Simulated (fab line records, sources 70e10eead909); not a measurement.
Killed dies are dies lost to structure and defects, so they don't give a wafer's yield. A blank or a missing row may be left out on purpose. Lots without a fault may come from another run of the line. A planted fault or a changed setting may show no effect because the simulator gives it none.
Chamber matching | flow nand_harc | NHARC_A_STAIRCASE_DESCUM_443 on rie_diel-05: 4 sister chambers
The step chemistry O2, time 3 s. 16 wafers are shown with their chamber, then 8 later ones without.

WAFERS WITH THEIR CHAMBER
wafer  | chamber | drypump_motor_current_A (A) | showerhead_plenum_p_Torr (Torr) | oes_product_au (a.u.)
L076.2 | 0       | 6.0                         | 1.81                            | 1.005
L076.4 | 3       | 5.2                         | 1.96                            | 0.993
L076.5 | 3       | 5.3                         | 1.96                            | 0.986
L078.1 | 0       | 6.0                         | 1.80                            | 0.999
L078.2 | 2       | 5.7                         | 1.77                            | 0.988
L078.3 | 1       | 4.9                         | 1.95                            | 0.992
L083.2 | 1       | 4.9                         | 1.95                            | 0.991
L083.5 | 2       | 5.7                         | 1.77                            | 1.010
L083.6 | 3       | 5.3                         | 1.95                            | 0.992
L084.2 | 0       | 6.0                         | 1.80                            | 0.985
L084.4 | 3       | 5.2                         | 1.95                            | 0.991
L084.6 | 1       | 4.9                         | 1.95                            | 0.989
L086.2 | 3       | 5.2                         | 1.95                            | 0.989
L086.3 | 2       | 5.7                         | 1.77                            | 1.004
L086.5 | 0       | 6.0                         | 1.79                            | 0.989
L088.1 | 1       | 4.9                         | 1.94                            | 0.991

SIGNATURES (means of the wafers above)
reading                  | chamber 0 | chamber 1 | chamber 2 | chamber 3 | scatter within a chamber
drypump_motor_current_A  | 6.000     | 4.900     | 5.700     | 5.240     | 0.0316
showerhead_plenum_p_Torr | 1.8000    | 1.9475    | 1.7700    | 1.9540    | 0.00574
oes_product_au           | 0.99450   | 0.99075   | 1.00067   | 0.99020   | 0.00674
Rule: a wafer's distance from a chamber is the root of the sum, over the readings, of the square of ((its reading less the chamber's mean) divided by the reading's scatter). The wafer belongs to the nearest chamber; if the next one is less than 2 further off, it can't be placed. The scatter: the root of (the sum of the squares of (reading less its chamber's mean) over the shown wafers, divided by (wafers less chambers)).

WAFERS WITHOUT THEIR CHAMBER
wafer  | drypump_motor_current_A (A) | showerhead_plenum_p_Torr (Torr) | oes_product_au (a.u.)
L088.2 | 5.7                         | 1.76                            | 1.004
L088.4 | 4.9                         | 1.94                            | 0.995
L093.3 | 4.9                         | 1.94                            | 0.990
L093.5 | 6.0                         | 1.79                            | 0.974
L093.6 | 5.7                         | 2.07                            | 1.004
L096.2 | 6.0                         | 1.79                            | 0.990
L096.3 | 5.7                         | 2.07                            | 1.009
L096.5 | 4.9                         | 1.93                            | 1.001

WHICH CHAMBER EACH WENT THROUGH
wafer  | from the rows above | in truth
L088.2 | 2                   | 2
L088.4 | 1                   | 1
L093.3 | 1                   | 1
L093.5 | 0                   | 0
L093.6 | 3                   | 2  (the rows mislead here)
L096.2 | 0                   | 0
L096.3 | 3                   | 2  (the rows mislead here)
L096.5 | 1                   | 1
Placed correctly: 6 of 8. Can't be placed from these rows: 0. Placed wrongly: 2.
